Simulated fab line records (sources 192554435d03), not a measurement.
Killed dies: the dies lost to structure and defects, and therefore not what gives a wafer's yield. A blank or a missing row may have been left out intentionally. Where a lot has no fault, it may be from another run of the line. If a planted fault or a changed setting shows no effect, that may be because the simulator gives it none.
Lot-split experiment + flow n5-finfet + route with 1938 steps; 7 lots, 39 wafers read

## SPLIT DETAILS
At N5_BEOL_M11_PECVD_70 (deposits SiO2 from TEOS/O2, target thk 20 nm, time 22.7 s), the setting time-s was moved away from the recipe's 22.7 s on 15 of the 39 wafers read, by -59.9% to +57.1%. This setting was run at the recipe's value on the other wafers.

## FROM THE SPLIT TO THE READING: what the file shows between them, 4 steps
- N5_BEOL_M11_HM_DEP_02: deposits TiN, target thk 20 nm
- N5_BEOL_M11_COAT_59: time 60 s, resist thk 100 nm
- N5_BEOL_M11_ECD_50: material Cu, target thk 318 nm
- N5_BEOL_M11_ANNEAL_51: time 90 s

## THE READING
barrier-field-endpoint-s, in s, at N5_BEOL_M11_CMP_52 (polishes, stops on SiCOH lowk, t overpolish 7 s, target thk 140 nm). On this fab line, fault-free wafers typically give 28.5 s with a standard deviation of 1.1 s.

| wafer  | tool, chamber at the split | time-s as run, s | against the recipe | barrier-field-endpoint-s, s | against lot-mates on the recipe |
|--------|----------------------------|------------------|--------------------|-----------------------------|---------------------------------|
| L075.3 | pecvd-01, 0                | 22.7             | recipe             | 28.0                        | -                               |
| L075.4 | pecvd-01, 1,2              | 18.51            | -18.5%             | 26.5                        | -3.0                            |
| L075.2 | pecvd-01, 1                | 18.51            | -18.5%             | 24.2                        | -5.3                            |
| L075.1 | pecvd-01, 2                | 22.7             | recipe             | 30.9                        | -                               |
| L075.6 | pecvd-01, 1,2              | 18.51            | -18.5%             | 24.7                        | -4.8                            |
| L075.5 | pecvd-01, 0                | 22.7             | recipe             | 29.7                        | -                               |
| L074.4 | pecvd-03, 0,2              | 22.7             | recipe             | 29.8                        | -                               |
| L074.1 | pecvd-03, 1                | 18.35            | -19.2%             | 23.9                        | -5.6                            |
| L074.2 | pecvd-03, 2,1              | 18.35            | -19.2%             | 25.6                        | -3.9                            |
| L074.3 | pecvd-03, 0,2              | 22.7             | recipe             | 28.7                        | -                               |
| L074.6 | pecvd-03, 2,1              | 18.35            | -19.2%             | 24.8                        | -4.7                            |
| L074.5 | pecvd-03, 0                | 22.7             | recipe             | 30.1                        | -                               |
| L080.2 | pecvd-03, 0                | 22.7             | recipe             | 28.5                        | -                               |
| L080.4 | pecvd-03, 2,1              | 22.7             | recipe             | 29.0                        | -                               |
| L080.3 | pecvd-03, 2                | 22.7             | recipe             | 27.0                        | -                               |
| L080.1 | pecvd-03, 1                | 22.7             | recipe             | 26.7                        | -                               |
| L080.6 | pecvd-03, 2,1              | 22.7             | recipe             | 28.5                        | -                               |
| L080.5 | pecvd-03, 0                | 22.7             | recipe             | 28.5                        | -                               |
| L081.2 | pecvd-03, 0,2              | 22.7             | recipe             | 29.1                        | -                               |
| L081.5 | pecvd-03, 0,2              | 22.7             | recipe             | 29.5                        | -                               |
| L081.6 | pecvd-03, 0                | 22.7             | recipe             | 27.1                        | -                               |
| L083.4 | pecvd-01, 2                | 22.7             | recipe             | 30.1                        | -                               |
| L083.1 | pecvd-01, 1                | 22.7             | recipe             | 27.5                        | -                               |
| L083.2 | pecvd-01, 0                | 9.099            | -59.9%             | 14.0                        | -14.7                           |
| L083.3 | pecvd-01, 2                | 22.7             | recipe             | 28.4                        | -                               |
| L083.6 | pecvd-01, 0                | 9.099            | -59.9%             | 13.9                        | -14.8                           |
| L083.5 | pecvd-01, 1                | 9.099            | -59.9%             | 14.9                        | -13.8                           |
| L086.3 | pecvd-03, 1                | 35.66            | +57.1%             | 40.1                        | +11.6                           |
| L086.2 | pecvd-03, 2                | 35.66            | +57.1%             | 40.3                        | +11.8                           |
| L086.1 | pecvd-03, 0                | 35.66            | +57.1%             | 44.1                        | +15.6                           |
| L086.4 | pecvd-03, 1                | 22.7             | recipe             | 29.6                        | -                               |
| L086.5 | pecvd-03, 0                | 22.7             | recipe             | 28.1                        | -                               |
| L086.6 | pecvd-03, 2                | 22.7             | recipe             | 27.7                        | -                               |
| L091.3 | pecvd-01, 2,1              | 28.38            | +25.0%             | 32.8                        | +4.3                            |
| L091.4 | pecvd-01, 0                | 22.7             | recipe             | 28.9                        | -                               |
| L091.2 | pecvd-01, 2,1              | 28.38            | +25.0%             | 35.6                        | +7.1                            |
| L091.1 | pecvd-01, 0                | 28.38            | +25.0%             | 33.8                        | +5.3                            |
| L091.6 | pecvd-01, 2                | 22.7             | recipe             | 27.7                        | -                               |
| L091.5 | pecvd-01, 1                | 22.7             | recipe             | 29.0                        | -                               |
If several chambers appear in one row, that row covers several wafers at once and the file leaves open which wafer was in which chamber.

FIT RESULTS
A straight line over all 39 wafers: barrier-field-endpoint-s changes by +0.229 s for each +1% of time-s; r = +0.98; the points scatter about the line by 1.2 s.
The same after taking each lot's own level away (the mean of its wafers on the recipe; 39 wafers): +0.234 s for each +1%; r = +0.99; scatter 1 s.
According to that fit, moving time-s by its largest amount changes the reading by 14 s.
From 28.03 to 29.53 s: that is the span of the lots' own levels, equal to 1.4 times the standard deviation above.
So the lot-to-lot level changes the slope little: the two slopes agree.
Check: for one of the wafers moved furthest among these (-59.9%), held out of the fit, the line's prediction against its lot-mates is -14 s. Against them it came out at -14.7 s.

## FURTHER SPLITS ON THESE WAFERS
Before the reading, these wafers also passed through other splits. Each is held against what the fit with the lots' levels taken away leaves over:
| other split on the same wafers           | wafers away from the commonest value | r with barrier-field-endpoint-s (lot level and that fit taken away) |
|------------------------------------------|--------------------------------------|---------------------------------------------------------------------|
| N5_BEOL_M6_TRENCH_ETCH_37 target-depth-a | 12                                   | +0.10                                                               |

## THE WHOLE CHAIN: every reading that the file lists as answering this split, in the file's order
| step                 | what it does                                                       | reading                                                                           | change (the file's fit)               | r (the file's) |
|----------------------|--------------------------------------------------------------------|-----------------------------------------------------------------------------------|---------------------------------------|----------------|
| N5_BEOL_M11_PECVD_70 | deposits SiO2 from TEOS/O2, target thk 20 nm, time 22.7 s          | SiO2_of_BEOL_M11_PECVD_70.thk-nm (the simulator's own value, which no gauge read) | +0.195 nm for each +1% of the setting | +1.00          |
| N5_BEOL_M11_CMP_52   | polishes, stops on SiCOH lowk, t overpolish 7 s, target thk 140 nm | barrier-field-endpoint-s                                                          | +0.234 s for each +1% of the setting  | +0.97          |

## FILE'S OWN FIT
barrier-field-endpoint-s changes by +0.234 s for each +1% of time-s, r = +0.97.
